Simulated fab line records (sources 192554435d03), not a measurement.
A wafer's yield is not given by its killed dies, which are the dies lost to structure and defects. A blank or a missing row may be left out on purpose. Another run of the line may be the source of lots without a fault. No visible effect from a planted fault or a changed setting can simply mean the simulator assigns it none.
Which tool was responsible? || flow n5Finfet || Sampling: 24 lots, 72 wafers, 6 of 1938 route steps

== WHAT THE GAUGES READ, wafer by wafer ==
N5_BEOL_M11_OVL_MEAS_29. Usual: for V10_OVL the level is -0.2 nm and the standard deviation is 0.66.
{"lot": "L074", "measured": "day 10 13:22", "on": "overlay-01", "V10_OVL (nm)": "0.7 1.0 -0.1", "flag": ""}
{"lot": "L075", "measured": "day 10 19:03", "on": "overlay-02", "V10_OVL (nm)": "-0.2 -0.7 -0.6", "flag": ""}
{"lot": "L077", "measured": "day 11 06:27", "on": "overlay-02", "V10_OVL (nm)": "-1.0 0.1 0.5", "flag": ""}
{"lot": "L076", "measured": "day 11 06:37", "on": "overlay-02", "V10_OVL (nm)": "0.5 0.1 -0.4", "flag": ""}
{"lot": "L078", "measured": "day 11 12:30", "on": "overlay-01", "V10_OVL (nm)": "-0.5 -0.7 -0.7", "flag": ""}
{"lot": "L079", "measured": "day 11 13:03", "on": "overlay-02", "V10_OVL (nm)": "0.9 0.2 -0.2", "flag": ""}
{"lot": "L080", "measured": "day 11 21:31", "on": "overlay-01", "V10_OVL (nm)": "0.7 1.1 0.9", "flag": ""}
{"lot": "L081", "measured": "day 12 03:36", "on": "overlay-02", "V10_OVL (nm)": "0.3 0.4 -0.7", "flag": ""}
{"lot": "L083", "measured": "day 12 07:35", "on": "overlay-02", "V10_OVL (nm)": "-1.0 -0.7 -0.9", "flag": ""}
{"lot": "L082", "measured": "day 12 07:46", "on": "overlay-01", "V10_OVL (nm)": "1.1 0.1 0.7", "flag": ""}
{"lot": "L084", "measured": "day 13 01:59", "on": "overlay-01", "V10_OVL (nm)": "-1.3 0.0 0.0", "flag": ""}
{"lot": "L085", "measured": "day 13 09:10", "on": "overlay-01", "V10_OVL (nm)": "-0.7 -1.4 0.4", "flag": ""}
{"lot": "L086", "measured": "day 13 11:31", "on": "overlay-01", "V10_OVL (nm)": "-0.5 -0.9 -0.9", "flag": ""}
{"lot": "L087", "measured": "day 13 17:03", "on": "overlay-02", "V10_OVL (nm)": "-0.8 0.1 -1.2", "flag": ""}
{"lot": "L089", "measured": "day 13 23:03", "on": "overlay-02", "V10_OVL (nm)": "0.3 0.1 -0.6", "flag": ""}
{"lot": "L090", "measured": "day 14 04:39", "on": "overlay-01", "V10_OVL (nm)": "0.6 0.0 0.0", "flag": ""}
{"lot": "L088", "measured": "day 14 08:59", "on": "overlay-02", "V10_OVL (nm)": "-0.4 -0.8 -0.4", "flag": ""}
{"lot": "L093", "measured": "day 14 18:19", "on": "overlay-01", "V10_OVL (nm)": "-0.7 -1.0 -1.3", "flag": ""}
{"lot": "L091", "measured": "day 15 02:25", "on": "overlay-02", "V10_OVL (nm)": "0.1 -1.4 -0.7", "flag": ""}
{"lot": "L094", "measured": "day 15 07:58", "on": "overlay-02", "V10_OVL (nm)": "-0.6 -0.7 -0.6", "flag": ""}
{"lot": "L092", "measured": "day 15 08:08", "on": "overlay-01", "V10_OVL (nm)": "-0.5 -0.3 -0.1", "flag": ""}
{"lot": "L095", "measured": "day 15 12:07", "on": "overlay-01", "V10_OVL (nm)": "0.1 -0.5 -0.3", "flag": ""}
{"lot": "L096", "measured": "day 16 05:43", "on": "overlay-02", "V10_OVL (nm)": "-1.6 -0.1 -0.1", "flag": ""}
{"lot": "L097", "measured": "day 16 16:45", "on": "overlay-01", "V10_OVL (nm)": "1.1 0.9 -0.3", "flag": ""}

N5_BEOL_M11_THK_MEAS_53: measures by xrf. Usual: for M11_THK the level is 139.0 nm and the standard deviation is 3.
{"lot": "L074", "measured": "day 10 18:37", "on": "filmMetro-02", "M11_THK (nm)": "147.7 138.2 138.2", "flag": ""}
{"lot": "L075", "measured": "day 10 22:24", "on": "filmMetro-02", "M11_THK (nm)": "141.1 138.7 141.3", "flag": ""}
{"lot": "L077", "measured": "day 11 10:02", "on": "filmMetro-01", "M11_THK (nm)": "140.4 143.6 141.6", "flag": ""}
{"lot": "L076", "measured": "day 11 10:19", "on": "filmMetro-02", "M11_THK (nm)": "137.0 134.7 137.7", "flag": ""}
{"lot": "L078", "measured": "day 11 16:10", "on": "filmMetro-02", "M11_THK (nm)": "138.8 138.1 137.8", "flag": ""}
{"lot": "L079", "measured": "day 11 16:44", "on": "filmMetro-02", "M11_THK (nm)": "135.4 140.7 139.7", "flag": ""}
{"lot": "L080", "measured": "day 12 02:47", "on": "filmMetro-02", "M11_THK (nm)": "138.8 143.5 138.7", "flag": ""}
{"lot": "L081", "measured": "day 12 07:02", "on": "filmMetro-01", "M11_THK (nm)": "145.9 143.4 138.9", "flag": ""}
{"lot": "L083", "measured": "day 12 11:50", "on": "filmMetro-02", "M11_THK (nm)": "135.3 143.2 135.0", "flag": ""}
{"lot": "L082", "measured": "day 12 12:01", "on": "filmMetro-02", "M11_THK (nm)": "136.6 136.6 136.4", "flag": ""}
{"lot": "L084", "measured": "day 13 05:27", "on": "filmMetro-02", "M11_THK (nm)": "137.2 139.4 137.9", "flag": ""}
{"lot": "L085", "measured": "day 13 12:32", "on": "filmMetro-01", "M11_THK (nm)": "140.3 137.0 141.4", "flag": ""}
{"lot": "L086", "measured": "day 13 15:26", "on": "filmMetro-02", "M11_THK (nm)": "138.5 143.3 141.1", "flag": ""}
{"lot": "L087", "measured": "day 13 20:05", "on": "filmMetro-01", "M11_THK (nm)": "135.1 135.7 135.0", "flag": ""}
{"lot": "L089", "measured": "day 14 03:17", "on": "filmMetro-02", "M11_THK (nm)": "134.4 135.1 134.9", "flag": ""}
{"lot": "L090", "measured": "day 14 09:32", "on": "filmMetro-02", "M11_THK (nm)": "139.0 138.9 139.1", "flag": ""}
{"lot": "L088", "measured": "day 14 13:25", "on": "filmMetro-02", "M11_THK (nm)": "139.7 142.8 139.2", "flag": ""}
{"lot": "L093", "measured": "day 14 21:54", "on": "filmMetro-02", "M11_THK (nm)": "141.8 136.9 134.3", "flag": ""}
{"lot": "L091", "measured": "day 15 06:34", "on": "filmMetro-01", "M11_THK (nm)": "142.6 141.4 137.2", "flag": ""}
{"lot": "L094", "measured": "day 15 11:38", "on": "filmMetro-02", "M11_THK (nm)": "135.1 142.9 138.7", "flag": ""}
{"lot": "L092", "measured": "day 15 11:53", "on": "filmMetro-01", "M11_THK (nm)": "137.9 134.2 140.5", "flag": ""}
{"lot": "L095", "measured": "day 15 14:41", "on": "filmMetro-01", "M11_THK (nm)": "141.2 139.6 137.1", "flag": ""}
{"lot": "L096", "measured": "day 16 08:56", "on": "filmMetro-02", "M11_THK (nm)": "134.3 141.5 136.0", "flag": ""}
{"lot": "L097", "measured": "day 16 21:20", "on": "filmMetro-01", "M11_THK (nm)": "135.7 137.3 137.2", "flag": ""}

N5_BEOL_M12_OVL_MEAS_11. Usual: for V11_OVL the level is -5 nm and the standard deviation is 6.
{"lot": "L074", "measured": "day 10 19:17", "on": "overlay-02", "V11_OVL (nm)": "-4 -13 -3", "flag": ""}
{"lot": "L075", "measured": "day 10 23:03", "on": "overlay-02", "V11_OVL (nm)": "-8 -7 -11", "flag": ""}
{"lot": "L077", "measured": "day 11 10:50", "on": "overlay-01", "V11_OVL (nm)": "-12 0 -5", "flag": ""}
{"lot": "L076", "measured": "day 11 11:06", "on": "overlay-02", "V11_OVL (nm)": "5 -4 -1", "flag": ""}
{"lot": "L078", "measured": "day 11 16:49", "on": "overlay-01", "V11_OVL (nm)": "3 2 4", "flag": ""}
{"lot": "L079", "measured": "day 11 17:31", "on": "overlay-01", "V11_OVL (nm)": "-7 -2 2", "flag": ""}
{"lot": "L080", "measured": "day 12 03:34", "on": "overlay-02", "V11_OVL (nm)": "-8 -2 -8", "flag": ""}
{"lot": "L081", "measured": "day 12 07:42", "on": "overlay-01", "V11_OVL (nm)": "-9 -9 -8", "flag": ""}
{"lot": "L083", "measured": "day 12 12:41", "on": "overlay-02", "V11_OVL (nm)": "-1 -2 -7", "flag": ""}
{"lot": "L082", "measured": "day 12 12:51", "on": "overlay-01", "V11_OVL (nm)": "-5 2 -2", "flag": ""}
{"lot": "L084", "measured": "day 13 06:08", "on": "overlay-01", "V11_OVL (nm)": "-9 -9 -18", "flag": ""}
{"lot": "L085", "measured": "day 13 13:19", "on": "overlay-01", "V11_OVL (nm)": "-3 -2 -8", "flag": ""}
{"lot": "L086", "measured": "day 13 16:13", "on": "overlay-02", "V11_OVL (nm)": "-3 2 -2", "flag": ""}
{"lot": "L087", "measured": "day 13 20:46", "on": "overlay-01", "V11_OVL (nm)": "4 0 -7", "flag": ""}
{"lot": "L089", "measured": "day 14 04:04", "on": "overlay-02", "V11_OVL (nm)": "-7 -2 -10", "flag": ""}
{"lot": "L090", "measured": "day 14 10:19", "on": "overlay-01", "V11_OVL (nm)": "-9 -11 -7", "flag": ""}
{"lot": "L088", "measured": "day 14 14:04", "on": "overlay-01", "V11_OVL (nm)": "2 6 5", "flag": ""}
{"lot": "L093", "measured": "day 14 22:34", "on": "overlay-01", "V11_OVL (nm)": "-11 -10 -1", "flag": ""}
{"lot": "L091", "measured": "day 15 07:13", "on": "overlay-02", "V11_OVL (nm)": "-5 -5 -7", "flag": ""}
{"lot": "L094", "measured": "day 15 12:18", "on": "overlay-02", "V11_OVL (nm)": "-15 -8 -10", "flag": ""}
{"lot": "L092", "measured": "day 15 12:33", "on": "overlay-01", "V11_OVL (nm)": "-13 -11 -14", "flag": ""}
{"lot": "L095", "measured": "day 15 15:28", "on": "overlay-02", "V11_OVL (nm)": "-3 1 0", "flag": ""}
{"lot": "L096", "measured": "day 16 09:35", "on": "overlay-02", "V11_OVL (nm)": "-11 -8 -15", "flag": ""}
{"lot": "L097", "measured": "day 16 22:06", "on": "overlay-01", "V11_OVL (nm)": "-14 -13 -15", "flag": ""}

N5_BEOL_M12_INSPECT_55: inspects for defects (darkfield). Usual: rawDefectCount reads 67 (standard deviation 22).
{"lot": "L074", "measured": "day 11 01:31", "on": "defectInspect-01", "rawDefectCount": "66 76 64", "flag": ""}
{"lot": "L075", "measured": "day 11 03:03", "on": "defectInspect-02", "rawDefectCount": "76 52 66", "flag": ""}
{"lot": "L077", "measured": "day 11 18:53", "on": "defectInspect-01", "rawDefectCount": "68 59 28", "flag": ""}
{"lot": "L076", "measured": "day 11 19:27", "on": "defectInspect-02", "rawDefectCount": "63 71 107", "flag": ""}
{"lot": "L078", "measured": "day 11 23:02", "on": "defectInspect-01", "rawDefectCount": "109 104 65", "flag": ""}
{"lot": "L079", "measured": "day 12 00:58", "on": "defectInspect-02", "rawDefectCount": "49 64 80", "flag": ""}
{"lot": "L080", "measured": "day 12 09:39", "on": "defectInspect-01", "rawDefectCount": "67 63 81", "flag": ""}
{"lot": "L081", "measured": "day 12 12:15", "on": "defectInspect-01", "rawDefectCount": "53 94 96", "flag": ""}
{"lot": "L083", "measured": "day 12 16:19", "on": "defectInspect-02", "rawDefectCount": "60 52 33", "flag": ""}
{"lot": "L082", "measured": "day 12 17:00", "on": "defectInspect-01", "rawDefectCount": "45 56 32", "flag": ""}
{"lot": "L084", "measured": "day 13 11:25", "on": "defectInspect-02", "rawDefectCount": "62 49 48", "flag": ""}
{"lot": "L085", "measured": "day 13 18:37", "on": "defectInspect-02", "rawDefectCount": "99 86 138", "flag": ""}
{"lot": "L086", "measured": "day 13 20:37", "on": "defectInspect-02", "rawDefectCount": "83 127 78", "flag": ""}
{"lot": "L087", "measured": "day 14 01:03", "on": "defectInspect-01", "rawDefectCount": "76 73 111", "flag": ""}
{"lot": "L089", "measured": "day 14 12:29", "on": "defectInspect-01", "rawDefectCount": "64 40 74", "flag": ""}
{"lot": "L090", "measured": "day 14 14:29", "on": "defectInspect-01", "rawDefectCount": "106 103 84", "flag": ""}
{"lot": "L088", "measured": "day 14 22:19", "on": "defectInspect-01", "rawDefectCount": "56 72 40", "flag": ""}
{"lot": "L093", "measured": "day 15 03:22", "on": "defectInspect-01", "rawDefectCount": "58 111 97", "flag": ""}
{"lot": "L091", "measured": "day 15 11:29", "on": "defectInspect-01", "rawDefectCount": "47 64 42", "flag": ""}
{"lot": "L094", "measured": "day 15 18:59", "on": "defectInspect-01", "rawDefectCount": "118 58 53", "flag": ""}
{"lot": "L092", "measured": "day 15 19:26", "on": "defectInspect-01", "rawDefectCount": "66 60 47", "flag": ""}
{"lot": "L095", "measured": "day 15 20:16", "on": "defectInspect-01", "rawDefectCount": "40 51 50", "flag": ""}
{"lot": "L096", "measured": "day 16 13:46", "on": "defectInspect-01", "rawDefectCount": "65 75 75", "flag": ""}
{"lot": "L097", "measured": "day 17 02:07", "on": "defectInspect-01", "rawDefectCount": "66 64 42", "flag": ""}

== WHICH TOOL RAN EACH LOT (tool, then ch and the chambers of the sampled wafers, then the start) ==
{"lot": "L074", "N5_BEOL_M11_ETCH_66": "rieDiel-03 ch 1,3, day 10 13:31", "N5_BEOL_M12_SPUTTER_43": "pvdSputter-01, day 11 00:11"}
{"lot": "L075", "N5_BEOL_M11_ETCH_66": "rieDiel-02 ch 0,1,3, day 10 19:17", "N5_BEOL_M12_SPUTTER_43": "pvdSputter-01, day 11 01:10"}
{"lot": "L077", "N5_BEOL_M11_ETCH_66": "rieDiel-02 ch 1,3, day 11 06:37", "N5_BEOL_M12_SPUTTER_43": "pvdSputter-02, day 11 15:24"}
{"lot": "L076", "N5_BEOL_M11_ETCH_66": "rieDiel-04 ch 0,2,3, day 11 07:01", "N5_BEOL_M12_SPUTTER_43": "pvdSputter-02, day 11 15:46"}
{"lot": "L078", "N5_BEOL_M11_ETCH_66": "rieDiel-03 ch 0,2, day 11 12:38", "N5_BEOL_M12_SPUTTER_43": "pvdSputter-03, day 11 19:39"}
{"lot": "L079", "N5_BEOL_M11_ETCH_66": "rieDiel-02 ch 0,1,3, day 11 13:11", "N5_BEOL_M12_SPUTTER_43": "pvdSputter-02, day 11 19:46"}
{"lot": "L080", "N5_BEOL_M11_ETCH_66": "rieDiel-02 ch 0,3, day 11 21:59", "N5_BEOL_M12_SPUTTER_43": "pvdSputter-02, day 12 08:29"}
{"lot": "L081", "N5_BEOL_M11_ETCH_66": "rieDiel-02 ch 0,2,3, day 12 03:44", "N5_BEOL_M12_SPUTTER_43": "pvdSputter-02, day 12 10:58"}
{"lot": "L083", "N5_BEOL_M11_ETCH_66": "rieDiel-03 ch 1,2,3, day 12 07:46", "N5_BEOL_M12_SPUTTER_43": "pvdSputter-01, day 12 15:07"}
{"lot": "L082", "N5_BEOL_M11_ETCH_66": "rieDiel-04 ch 1,2, day 12 07:55", "N5_BEOL_M12_SPUTTER_43": "pvdSputter-03, day 12 15:46"}
{"lot": "L084", "N5_BEOL_M11_ETCH_66": "rieDiel-04 ch 0,1,2, day 13 02:08", "N5_BEOL_M12_SPUTTER_43": "pvdSputter-02, day 13 10:14"}
{"lot": "L085", "N5_BEOL_M11_ETCH_66": "rieDiel-02 ch 0,2,3, day 13 09:19", "N5_BEOL_M12_SPUTTER_43": "pvdSputter-03, day 13 17:28"}
{"lot": "L086", "N5_BEOL_M11_ETCH_66": "rieDiel-02 ch 0,1,2, day 13 11:43", "N5_BEOL_M12_SPUTTER_43": "pvdSputter-01, day 13 19:26"}
{"lot": "L087", "N5_BEOL_M11_ETCH_66": "rieDiel-04 ch 0,1, day 13 17:12", "N5_BEOL_M12_SPUTTER_43": "pvdSputter-01, day 13 23:50"}
{"lot": "L089", "N5_BEOL_M11_ETCH_66": "rieDiel-04 ch 1,2, day 13 23:12", "N5_BEOL_M12_SPUTTER_43": "pvdSputter-02, day 14 11:02"}
{"lot": "L090", "N5_BEOL_M11_ETCH_66": "rieDiel-03 ch 0,2,3, day 14 04:47", "N5_BEOL_M12_SPUTTER_43": "pvdSputter-01, day 14 12:28"}
{"lot": "L088", "N5_BEOL_M11_ETCH_66": "rieDiel-04 ch 2,3, day 14 09:25", "N5_BEOL_M12_SPUTTER_43": "pvdSputter-03, day 14 20:34"}
{"lot": "L093", "N5_BEOL_M11_ETCH_66": "rieDiel-03 ch 0,1,2, day 14 18:27", "N5_BEOL_M12_SPUTTER_43": "pvdSputter-02, day 15 01:52"}
{"lot": "L091", "N5_BEOL_M11_ETCH_66": "rieDiel-04 ch 0,3, day 15 02:33", "N5_BEOL_M12_SPUTTER_43": "pvdSputter-01, day 15 09:45"}
{"lot": "L094", "N5_BEOL_M11_ETCH_66": "rieDiel-03 ch 0,1,3, day 15 08:28", "N5_BEOL_M12_SPUTTER_43": "pvdSputter-01, day 15 17:17"}
{"lot": "L092", "N5_BEOL_M11_ETCH_66": "rieDiel-02 ch 0,1,2, day 15 08:31", "N5_BEOL_M12_SPUTTER_43": "pvdSputter-01, day 15 18:13"}
{"lot": "L095", "N5_BEOL_M11_ETCH_66": "rieDiel-02 ch 0,2,3, day 15 12:16", "N5_BEOL_M12_SPUTTER_43": "pvdSputter-01, day 15 19:05"}
{"lot": "L096", "N5_BEOL_M11_ETCH_66": "rieDiel-04 ch 0,1, day 16 05:51", "N5_BEOL_M12_SPUTTER_43": "pvdSputter-02, day 16 12:05"}
{"lot": "L097", "N5_BEOL_M11_ETCH_66": "rieDiel-03 ch 2,3, day 16 16:53", "N5_BEOL_M12_SPUTTER_43": "pvdSputter-01, day 17 00:58"}
- N5_BEOL_M11_ETCH_66: etches SOC in N2/H2, target depth 120 nm, overetch 24 nm, time 180 s.
- N5_BEOL_M12_SPUTTER_43: material TaN, target thk 15 nm, time 24.19 s.

== AS READ BY THE TOOLS THEMSELVES (means over the sampled wafers that have a number; for cases with no such wafer, the mark the record gives instead) ==
N5_BEOL_M11_ETCH_66. Usual: biasW 150.0 W, standard deviation 0.42; drypumpMotorCurrentA 5.8 A, standard deviation 0.44; oesProductAu 0.64 a.u., standard deviation 0.075; rfVppV 522.7 V, standard deviation 2.6; showerheadPlenumPTorr 2.50 Torr, standard deviation 0.085; throttleValvePct 17.74 %, standard deviation 0.29.
{"lot": "L074", "tool": "rieDiel-03", "biasW (W)": 149.8, "drypumpMotorCurrentA (A)": 5.7, "oesProductAu (a.u.)": 0.68, "rfVppV (V)": 523.2, "showerheadPlenumPTorr (Torr)": 2.50, "throttleValvePct (%)": 17.71, "flag": ""}
{"lot": "L075", "tool": "rieDiel-02", "biasW (W)": 149.3, "drypumpMotorCurrentA (A)": 5.9, "oesProductAu (a.u.)": 0.64, "rfVppV (V)": 522.2, "showerheadPlenumPTorr (Torr)": 2.49, "throttleValvePct (%)": 17.62, "flag": ""}
{"lot": "L077", "tool": "rieDiel-02", "biasW (W)": 150.1, "drypumpMotorCurrentA (A)": 6.1, "oesProductAu (a.u.)": 0.69, "rfVppV (V)": 523.1, "showerheadPlenumPTorr (Torr)": 2.51, "throttleValvePct (%)": 17.39, "flag": ""}
{"lot": "L076", "tool": "rieDiel-04", "biasW (W)": 149.9, "drypumpMotorCurrentA (A)": 5.7, "oesProductAu (a.u.)": 0.62, "rfVppV (V)": 522.7, "showerheadPlenumPTorr (Torr)": 2.50, "throttleValvePct (%)": 17.96, "flag": ""}
{"lot": "L078", "tool": "rieDiel-03", "biasW (W)": 150.0, "drypumpMotorCurrentA (A)": 6.2, "oesProductAu (a.u.)": 0.59, "rfVppV (V)": 520.4, "showerheadPlenumPTorr (Torr)": 2.43, "throttleValvePct (%)": 17.92, "flag": ""}
{"lot": "L079", "tool": "rieDiel-02", "biasW (W)": 150.2, "drypumpMotorCurrentA (A)": 5.9, "oesProductAu (a.u.)": 0.64, "rfVppV (V)": 522.7, "showerheadPlenumPTorr (Torr)": 2.49, "throttleValvePct (%)": 17.63, "flag": ""}
{"lot": "L080", "tool": "rieDiel-02", "biasW (W)": 150.5, "drypumpMotorCurrentA (A)": 5.9, "oesProductAu (a.u.)": 0.63, "rfVppV (V)": 524.3, "showerheadPlenumPTorr (Torr)": 2.55, "throttleValvePct (%)": 17.86, "flag": ""}
{"lot": "L081", "tool": "rieDiel-02", "biasW (W)": 150.1, "drypumpMotorCurrentA (A)": 5.7, "oesProductAu (a.u.)": 0.68, "rfVppV (V)": 523.3, "showerheadPlenumPTorr (Torr)": 2.54, "throttleValvePct (%)": 17.59, "flag": ""}
{"lot": "L083", "tool": "rieDiel-03", "biasW (W)": 149.9, "drypumpMotorCurrentA (A)": 5.7, "oesProductAu (a.u.)": 0.65, "rfVppV (V)": 522.6, "showerheadPlenumPTorr (Torr)": 2.49, "throttleValvePct (%)": 17.78, "flag": ""}
{"lot": "L082", "tool": "rieDiel-04", "biasW (W)": 150.4, "drypumpMotorCurrentA (A)": 6.0, "oesProductAu (a.u.)": 0.64, "rfVppV (V)": 525.4, "showerheadPlenumPTorr (Torr)": 2.59, "throttleValvePct (%)": 17.75, "flag": ""}
{"lot": "L084", "tool": "rieDiel-04", "biasW (W)": 150.0, "drypumpMotorCurrentA (A)": 5.8, "oesProductAu (a.u.)": 0.62, "rfVppV (V)": 524.3, "showerheadPlenumPTorr (Torr)": 2.54, "throttleValvePct (%)": 17.90, "flag": ""}
{"lot": "L085", "tool": "rieDiel-02", "biasW (W)": 149.8, "drypumpMotorCurrentA (A)": 5.7, "oesProductAu (a.u.)": 0.67, "rfVppV (V)": 523.9, "showerheadPlenumPTorr (Torr)": 2.54, "throttleValvePct (%)": 17.60, "flag": ""}
{"lot": "L086", "tool": "rieDiel-02", "biasW (W)": 149.9, "drypumpMotorCurrentA (A)": 5.5, "oesProductAu (a.u.)": 0.63, "rfVppV (V)": 520.8, "showerheadPlenumPTorr (Torr)": 2.45, "throttleValvePct (%)": 17.60, "flag": ""}
{"lot": "L087", "tool": "rieDiel-04", "biasW (W)": 150.2, "drypumpMotorCurrentA (A)": 5.8, "oesProductAu (a.u.)": 0.56, "rfVppV (V)": 524.0, "showerheadPlenumPTorr (Torr)": 2.54, "throttleValvePct (%)": 18.06, "flag": ""}
{"lot": "L089", "tool": "rieDiel-04", "biasW (W)": 149.6, "drypumpMotorCurrentA (A)": 6.0, "oesProductAu (a.u.)": 0.63, "rfVppV (V)": 525.1, "showerheadPlenumPTorr (Torr)": 2.58, "throttleValvePct (%)": 17.77, "flag": ""}
{"lot": "L090", "tool": "rieDiel-03", "biasW (W)": 150.1, "drypumpMotorCurrentA (A)": 6.2, "oesProductAu (a.u.)": 0.59, "rfVppV (V)": 519.9, "showerheadPlenumPTorr (Torr)": 2.42, "throttleValvePct (%)": 17.92, "flag": ""}
{"lot": "L088", "tool": "rieDiel-04", "biasW (W)": 149.9, "drypumpMotorCurrentA (A)": 5.8, "oesProductAu (a.u.)": 0.74, "rfVppV (V)": 521.4, "showerheadPlenumPTorr (Torr)": 2.49, "throttleValvePct (%)": 17.69, "flag": ""}
{"lot": "L093", "tool": "rieDiel-03", "biasW (W)": 149.9, "drypumpMotorCurrentA (A)": 5.7, "oesProductAu (a.u.)": 0.62, "rfVppV (V)": 522.3, "showerheadPlenumPTorr (Torr)": 2.47, "throttleValvePct (%)": 17.81, "flag": ""}
{"lot": "L091", "tool": "rieDiel-04", "biasW (W)": 149.8, "drypumpMotorCurrentA (A)": 5.8, "oesProductAu (a.u.)": 0.79, "rfVppV (V)": 523.0, "showerheadPlenumPTorr (Torr)": 2.50, "throttleValvePct (%)": 17.70, "flag": ""}
{"lot": "L094", "tool": "rieDiel-03", "biasW (W)": 149.8, "drypumpMotorCurrentA (A)": 5.7, "oesProductAu (a.u.)": 0.63, "rfVppV (V)": 522.2, "showerheadPlenumPTorr (Torr)": 2.47, "throttleValvePct (%)": 17.78, "flag": ""}
{"lot": "L092", "tool": "rieDiel-02", "biasW (W)": 150.1, "drypumpMotorCurrentA (A)": 5.5, "oesProductAu (a.u.)": 0.62, "rfVppV (V)": 520.8, "showerheadPlenumPTorr (Torr)": 2.44, "throttleValvePct (%)": 17.61, "flag": ""}
{"lot": "L095", "tool": "rieDiel-02", "biasW (W)": 149.7, "drypumpMotorCurrentA (A)": 5.7, "oesProductAu (a.u.)": 0.65, "rfVppV (V)": 523.6, "showerheadPlenumPTorr (Torr)": 2.53, "throttleValvePct (%)": 17.63, "flag": ""}
{"lot": "L096", "tool": "rieDiel-04", "biasW (W)": 150.0, "drypumpMotorCurrentA (A)": 5.9, "oesProductAu (a.u.)": 0.64, "rfVppV (V)": 524.6, "showerheadPlenumPTorr (Torr)": 2.58, "throttleValvePct (%)": 17.83, "flag": ""}
{"lot": "L097", "tool": "rieDiel-03", "biasW (W)": 149.8, "drypumpMotorCurrentA (A)": 6.2, "oesProductAu (a.u.)": 0.57, "rfVppV (V)": 519.9, "showerheadPlenumPTorr (Torr)": 2.42, "throttleValvePct (%)": 17.99, "flag": ""}

N5_BEOL_M12_SPUTTER_43. Usual: throttleValvePct reads 29.9 % (standard deviation 0.77).
{"lot": "L074", "tool": "pvdSputter-01", "throttleValvePct (%)": 30.3, "flag": ""}
{"lot": "L075", "tool": "pvdSputter-01", "throttleValvePct (%)": 29.9, "flag": ""}
{"lot": "L077", "tool": "pvdSputter-02", "throttleValvePct (%)": 29.8, "flag": ""}
{"lot": "L076", "tool": "pvdSputter-02", "throttleValvePct (%)": 30.2, "flag": ""}
{"lot": "L078", "tool": "pvdSputter-03", "throttleValvePct (%)": 29.8, "flag": ""}
{"lot": "L079", "tool": "pvdSputter-02", "throttleValvePct (%)": 29.1, "flag": ""}
{"lot": "L080", "tool": "pvdSputter-02", "throttleValvePct (%)": 30.5, "flag": ""}
{"lot": "L081", "tool": "pvdSputter-02", "throttleValvePct (%)": 30.1, "flag": ""}
{"lot": "L083", "tool": "pvdSputter-01", "throttleValvePct (%)": 30.3, "flag": ""}
{"lot": "L082", "tool": "pvdSputter-03", "throttleValvePct (%)": 29.8, "flag": ""}
{"lot": "L084", "tool": "pvdSputter-02", "throttleValvePct (%)": 30.2, "flag": ""}
{"lot": "L085", "tool": "pvdSputter-03", "throttleValvePct (%)": 29.9, "flag": ""}
{"lot": "L086", "tool": "pvdSputter-01", "throttleValvePct (%)": 30.7, "flag": ""}
{"lot": "L087", "tool": "pvdSputter-01", "throttleValvePct (%)": 30.6, "flag": ""}
{"lot": "L089", "tool": "pvdSputter-02", "throttleValvePct (%)": 29.7, "flag": ""}
{"lot": "L090", "tool": "pvdSputter-01", "throttleValvePct (%)": 30.2, "flag": ""}
{"lot": "L088", "tool": "pvdSputter-03", "throttleValvePct (%)": 29.8, "flag": ""}
{"lot": "L093", "tool": "pvdSputter-02", "throttleValvePct (%)": 30.0, "flag": ""}
{"lot": "L091", "tool": "pvdSputter-01", "throttleValvePct (%)": 30.3, "flag": ""}
{"lot": "L094", "tool": "pvdSputter-01", "throttleValvePct (%)": 30.0, "flag": ""}
{"lot": "L092", "tool": "pvdSputter-01", "throttleValvePct (%)": 29.8, "flag": ""}
{"lot": "L095", "tool": "pvdSputter-01", "throttleValvePct (%)": 30.0, "flag": ""}
{"lot": "L096", "tool": "pvdSputter-02", "throttleValvePct (%)": 30.4, "flag": ""}
{"lot": "L097", "tool": "pvdSputter-01", "throttleValvePct (%)": 30.4, "flag": ""}

== THE ANSWER, worked out from the rows above alone ==
Rule: take the mean of a lot's wafers that have a number; if it is more than 3 standard deviations from the usual mean, the lot is off. A lot without any number at a reading at which 4 lots or more have one is off too. The other lots that the step has rows for count as sound. After the gauges, taken in route order, come the tools' own readings; for these a lot's mean is taken, as printed above. The first step at which some lot is off is used, and at that step the reading that is off furthest; a lot without a number counts as furthest.
Across all readings shown, no lot is off: no conclusion can be drawn from this.

== WHAT THE SIMULATOR HAD PUT IN ==
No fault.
